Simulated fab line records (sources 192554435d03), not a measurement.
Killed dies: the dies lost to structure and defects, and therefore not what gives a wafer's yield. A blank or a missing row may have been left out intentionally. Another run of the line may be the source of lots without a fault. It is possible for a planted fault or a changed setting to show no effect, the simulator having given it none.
Which tool was responsible? || flow n5Finfet || 24 lots, 72 wafers sampled, at 3 steps of a route of 1938

## WHAT THE GAUGES SHOWED, per wafer
N5_BEOL_M3_OVL_MEAS_12. Usual: M3_OVL gives -0.1 nm (standard deviation 0.55).
{"lot": "L074", "measured": "day 6 22:44", "on": "overlay-02", "M3_OVL (nm)": "-0.7 0.4 0.1", "flag": ""}
{"lot": "L075", "measured": "day 7 08:31", "on": "overlay-01", "M3_OVL (nm)": "-0.1 -1.0 -0.8", "flag": ""}
{"lot": "L076", "measured": "day 7 12:18", "on": "overlay-01", "M3_OVL (nm)": "0.2 0.3 -0.4", "flag": ""}
{"lot": "L077", "measured": "day 7 13:54", "on": "overlay-01", "M3_OVL (nm)": "-0.2 0.1 0.2", "flag": ""}
{"lot": "L078", "measured": "day 8 05:17", "on": "overlay-01", "M3_OVL (nm)": "-0.4 0.1 -0.2", "flag": ""}
{"lot": "L079", "measured": "day 8 08:09", "on": "overlay-01", "M3_OVL (nm)": "-0.9 -1.0 -1.2", "flag": ""}
{"lot": "L080", "measured": "day 8 11:15", "on": "overlay-01", "M3_OVL (nm)": "0.3 -0.1 0.1", "flag": ""}
{"lot": "L081", "measured": "day 8 13:31", "on": "overlay-01", "M3_OVL (nm)": "-0.6 0.4 -0.1", "flag": ""}
{"lot": "L082", "measured": "day 9 04:49", "on": "overlay-01", "M3_OVL (nm)": "-0.3 -0.7 -0.4", "flag": ""}
{"lot": "L083", "measured": "day 9 07:43", "on": "overlay-02", "M3_OVL (nm)": "-0.4 0.7 0.3", "flag": ""}
{"lot": "L084", "measured": "day 9 13:04", "on": "overlay-01", "M3_OVL (nm)": "0.5 0.2 0.7", "flag": ""}
{"lot": "L085", "measured": "day 9 19:22", "on": "overlay-01", "M3_OVL (nm)": "0.2 0.1 -1.3", "flag": ""}
{"lot": "L086", "measured": "day 10 02:13", "on": "overlay-02", "M3_OVL (nm)": "-0.6 0.1 -0.8", "flag": ""}
{"lot": "L087", "measured": "day 10 09:32", "on": "overlay-01", "M3_OVL (nm)": "0.5 0.0 0.4", "flag": ""}
{"lot": "L088", "measured": "day 10 11:07", "on": "overlay-01", "M3_OVL (nm)": "-0.1 0.1 0.2", "flag": ""}
{"lot": "L089", "measured": "day 10 23:02", "on": "overlay-01", "M3_OVL (nm)": "0.5 1.2 0.2", "flag": ""}
{"lot": "L090", "measured": "day 11 03:58", "on": "overlay-01", "M3_OVL (nm)": "0.2 1.0 0.2", "flag": ""}
{"lot": "L091", "measured": "day 11 11:50", "on": "overlay-02", "M3_OVL (nm)": "-0.9 -0.7 -0.7", "flag": ""}
{"lot": "L092", "measured": "day 11 12:19", "on": "overlay-02", "M3_OVL (nm)": "0.7 0.3 -0.4", "flag": ""}
{"lot": "L093", "measured": "day 11 16:02", "on": "overlay-02", "M3_OVL (nm)": "-1.0 -1.0 -0.3", "flag": ""}
{"lot": "L094", "measured": "day 11 19:11", "on": "overlay-01", "M3_OVL (nm)": "0.0 0.5 -0.2", "flag": ""}
{"lot": "L095", "measured": "day 12 06:19", "on": "overlay-02", "M3_OVL (nm)": "0.0 -0.4 -0.6", "flag": ""}
{"lot": "L096", "measured": "day 12 10:04", "on": "overlay-01", "M3_OVL (nm)": "0.0 0.2 1.0", "flag": ""}
{"lot": "L097", "measured": "day 12 20:52", "on": "overlay-01", "M3_OVL (nm)": "-0.3 0.3 -0.6", "flag": ""}

## TOOL THAT RAN EACH LOT (tool first, then ch and the chambers of the sampled wafers, then the start)
{"lot": "L074", "N5_BEOL_M2_SPUTTER_88": "pvdSputter-03, day 6 19:20", "N5_BEOL_M2_ANNEAL_89": "pvdSputter-03, day 6 19:25"}
{"lot": "L075", "N5_BEOL_M2_SPUTTER_88": "pvdSputter-02, day 7 05:55", "N5_BEOL_M2_ANNEAL_89": "pvdSputter-02, day 7 05:59"}
{"lot": "L076", "N5_BEOL_M2_SPUTTER_88": "pvdSputter-02, day 7 09:14", "N5_BEOL_M2_ANNEAL_89": "pvdSputter-02, day 7 09:19"}
{"lot": "L077", "N5_BEOL_M2_SPUTTER_88": "pvdSputter-01, day 7 10:37", "N5_BEOL_M2_ANNEAL_89": "pvdSputter-01, day 7 10:42"}
{"lot": "L078", "N5_BEOL_M2_SPUTTER_88": "pvdSputter-01, day 8 02:01", "N5_BEOL_M2_ANNEAL_89": "pvdSputter-01, day 8 02:05"}
{"lot": "L079", "N5_BEOL_M2_SPUTTER_88": "pvdSputter-03, day 8 04:56", "N5_BEOL_M2_ANNEAL_89": "pvdSputter-03, day 8 05:01"}
{"lot": "L080", "N5_BEOL_M2_SPUTTER_88": "pvdSputter-03, day 8 08:07", "N5_BEOL_M2_ANNEAL_89": "pvdSputter-03, day 8 08:12"}
{"lot": "L081", "N5_BEOL_M2_SPUTTER_88": "pvdSputter-01, day 8 10:44", "N5_BEOL_M2_ANNEAL_89": "pvdSputter-01, day 8 10:49"}
{"lot": "L082", "N5_BEOL_M2_SPUTTER_88": "pvdSputter-03, day 9 02:05", "N5_BEOL_M2_ANNEAL_89": "pvdSputter-03, day 9 02:10"}
{"lot": "L083", "N5_BEOL_M2_SPUTTER_88": "pvdSputter-01, day 9 04:50", "N5_BEOL_M2_ANNEAL_89": "pvdSputter-01, day 9 04:55"}
{"lot": "L084", "N5_BEOL_M2_SPUTTER_88": "pvdSputter-01, day 9 09:11", "N5_BEOL_M2_ANNEAL_89": "pvdSputter-01, day 9 09:16"}
{"lot": "L085", "N5_BEOL_M2_SPUTTER_88": "pvdSputter-02, day 9 14:40", "N5_BEOL_M2_ANNEAL_89": "pvdSputter-02, day 9 14:45"}
{"lot": "L086", "N5_BEOL_M2_SPUTTER_88": "pvdSputter-01, day 9 22:51", "N5_BEOL_M2_ANNEAL_89": "pvdSputter-01, day 9 22:56"}
{"lot": "L087", "N5_BEOL_M2_SPUTTER_88": "pvdSputter-01, day 10 04:32", "N5_BEOL_M2_ANNEAL_89": "pvdSputter-01, day 10 04:37"}
{"lot": "L088", "N5_BEOL_M2_SPUTTER_88": "pvdSputter-03, day 10 08:13", "N5_BEOL_M2_ANNEAL_89": "pvdSputter-03, day 10 08:17"}
{"lot": "L089", "N5_BEOL_M2_SPUTTER_88": "pvdSputter-01, day 10 19:24", "N5_BEOL_M2_ANNEAL_89": "pvdSputter-01, day 10 19:29"}
{"lot": "L090", "N5_BEOL_M2_SPUTTER_88": "pvdSputter-03, day 11 00:42", "N5_BEOL_M2_ANNEAL_89": "pvdSputter-03, day 11 00:47"}
{"lot": "L091", "N5_BEOL_M2_SPUTTER_88": "pvdSputter-01, day 11 08:43", "N5_BEOL_M2_ANNEAL_89": "pvdSputter-01, day 11 08:47"}
{"lot": "L092", "N5_BEOL_M2_SPUTTER_88": "pvdSputter-02, day 11 09:44", "N5_BEOL_M2_ANNEAL_89": "pvdSputter-02, day 11 09:49"}
{"lot": "L093", "N5_BEOL_M2_SPUTTER_88": "pvdSputter-02, day 11 12:55", "N5_BEOL_M2_ANNEAL_89": "pvdSputter-02, day 11 13:00"}
{"lot": "L094", "N5_BEOL_M2_SPUTTER_88": "pvdSputter-03, day 11 14:58", "N5_BEOL_M2_ANNEAL_89": "pvdSputter-03, day 11 15:02"}
{"lot": "L095", "N5_BEOL_M2_SPUTTER_88": "pvdSputter-02, day 12 03:14", "N5_BEOL_M2_ANNEAL_89": "pvdSputter-02, day 12 03:19"}
{"lot": "L096", "N5_BEOL_M2_SPUTTER_88": "pvdSputter-02, day 12 07:21", "N5_BEOL_M2_ANNEAL_89": "pvdSputter-02, day 12 07:26"}
{"lot": "L097", "N5_BEOL_M2_SPUTTER_88": "pvdSputter-01, day 12 18:11", "N5_BEOL_M2_ANNEAL_89": "pvdSputter-01, day 12 18:16"}
- N5_BEOL_M2_SPUTTER_88: material Cu, target thk 4.5 nm, time 8.29 s.
- N5_BEOL_M2_ANNEAL_89: time 240 s.

## AS READ BY THE TOOLS THEMSELVES (means over the sampled wafers that have a number; for cases with no such wafer, the mark the record gives instead)
N5_BEOL_M2_SPUTTER_88. Usual: throttleValvePct 29.5 %, standard deviation 1.2.
{"lot": "L074", "tool": "pvdSputter-03", "throttleValvePct (%)": 29.9, "flag": ""}
{"lot": "L075", "tool": "pvdSputter-02", "throttleValvePct (%)": 29.9, "flag": ""}
{"lot": "L076", "tool": "pvdSputter-02", "throttleValvePct (%)": 29.4, "flag": ""}
{"lot": "L077", "tool": "pvdSputter-01", "throttleValvePct (%)": 28.0, "flag": ""}
{"lot": "L078", "tool": "pvdSputter-01", "throttleValvePct (%)": 29.1, "flag": ""}
{"lot": "L079", "tool": "pvdSputter-03", "throttleValvePct (%)": 29.8, "flag": ""}
{"lot": "L080", "tool": "pvdSputter-03", "throttleValvePct (%)": 30.6, "flag": ""}
{"lot": "L081", "tool": "pvdSputter-01", "throttleValvePct (%)": 29.7, "flag": ""}
{"lot": "L082", "tool": "pvdSputter-03", "throttleValvePct (%)": 30.2, "flag": ""}
{"lot": "L083", "tool": "pvdSputter-01", "throttleValvePct (%)": 27.8, "flag": ""}
{"lot": "L084", "tool": "pvdSputter-01", "throttleValvePct (%)": 28.5, "flag": ""}
{"lot": "L085", "tool": "pvdSputter-02", "throttleValvePct (%)": 29.6, "flag": ""}
{"lot": "L086", "tool": "pvdSputter-01", "throttleValvePct (%)": 28.7, "flag": ""}
{"lot": "L087", "tool": "pvdSputter-01", "throttleValvePct (%)": 28.9, "flag": ""}
{"lot": "L088", "tool": "pvdSputter-03", "throttleValvePct (%)": 30.6, "flag": ""}
{"lot": "L089", "tool": "pvdSputter-01", "throttleValvePct (%)": 28.7, "flag": ""}
{"lot": "L090", "tool": "pvdSputter-03", "throttleValvePct (%)": 30.1, "flag": ""}
{"lot": "L091", "tool": "pvdSputter-01", "throttleValvePct (%)": 28.6, "flag": ""}
{"lot": "L092", "tool": "pvdSputter-02", "throttleValvePct (%)": 29.4, "flag": ""}
{"lot": "L093", "tool": "pvdSputter-02", "throttleValvePct (%)": 29.3, "flag": ""}
{"lot": "L094", "tool": "pvdSputter-03", "throttleValvePct (%)": 29.3, "flag": ""}
{"lot": "L095", "tool": "pvdSputter-02", "throttleValvePct (%)": 29.2, "flag": ""}
{"lot": "L096", "tool": "pvdSputter-02", "throttleValvePct (%)": 29.6, "flag": ""}
{"lot": "L097", "tool": "pvdSputter-01", "throttleValvePct (%)": 28.6, "flag": ""}

N5_BEOL_M2_ANNEAL_89. Usual: heaterPowerW 820 W, standard deviation 73.
{"lot": "L074", "tool": "pvdSputter-03", "heaterPowerW (W)": 728, "flag": ""}
{"lot": "L075", "tool": "pvdSputter-02", "heaterPowerW (W)": 813, "flag": ""}
{"lot": "L076", "tool": "pvdSputter-02", "heaterPowerW (W)": 843, "flag": ""}
{"lot": "L077", "tool": "pvdSputter-01", "heaterPowerW (W)": 820, "flag": ""}
{"lot": "L078", "tool": "pvdSputter-01", "heaterPowerW (W)": 820, "flag": ""}
{"lot": "L079", "tool": "pvdSputter-03", "heaterPowerW (W)": 789, "flag": ""}
{"lot": "L080", "tool": "pvdSputter-03", "heaterPowerW (W)": 815, "flag": ""}
{"lot": "L081", "tool": "pvdSputter-01", "heaterPowerW (W)": 887, "flag": ""}
{"lot": "L082", "tool": "pvdSputter-03", "heaterPowerW (W)": 775, "flag": ""}
{"lot": "L083", "tool": "pvdSputter-01", "heaterPowerW (W)": 857, "flag": ""}
{"lot": "L084", "tool": "pvdSputter-01", "heaterPowerW (W)": 876, "flag": ""}
{"lot": "L085", "tool": "pvdSputter-02", "heaterPowerW (W)": 844, "flag": ""}
{"lot": "L086", "tool": "pvdSputter-01", "heaterPowerW (W)": 873, "flag": ""}
{"lot": "L087", "tool": "pvdSputter-01", "heaterPowerW (W)": 871, "flag": ""}
{"lot": "L088", "tool": "pvdSputter-03", "heaterPowerW (W)": 713, "flag": ""}
{"lot": "L089", "tool": "pvdSputter-01", "heaterPowerW (W)": 870, "flag": ""}
{"lot": "L090", "tool": "pvdSputter-03", "heaterPowerW (W)": 666, "flag": ""}
{"lot": "L091", "tool": "pvdSputter-01", "heaterPowerW (W)": 871, "flag": ""}
{"lot": "L092", "tool": "pvdSputter-02", "heaterPowerW (W)": 840, "flag": ""}
{"lot": "L093", "tool": "pvdSputter-02", "heaterPowerW (W)": 850, "flag": ""}
{"lot": "L094", "tool": "pvdSputter-03", "heaterPowerW (W)": 754, "flag": ""}
{"lot": "L095", "tool": "pvdSputter-02", "heaterPowerW (W)": 839, "flag": ""}
{"lot": "L096", "tool": "pvdSputter-02", "heaterPowerW (W)": 838, "flag": ""}
{"lot": "L097", "tool": "pvdSputter-01", "heaterPowerW (W)": 805, "flag": ""}

## THE ANSWER, worked out from the rows above alone
Rule: lot off if the mean of its wafers having a number is beyond 3 standard deviations from the usual mean. Also off: a lot with no number at a reading for which 4 or more lots have one. Any other lot the step has rows for is counted as sound. After the gauges, taken in route order, come the tools' own readings; for these a lot's mean is taken, as printed above. The first step at which some lot is off is used, and at that step the reading that is off furthest; a lot without a number counts as furthest.
Across all readings shown, no lot is off: no conclusion can be drawn from this.

## WHAT THE SIMULATOR PUT IN
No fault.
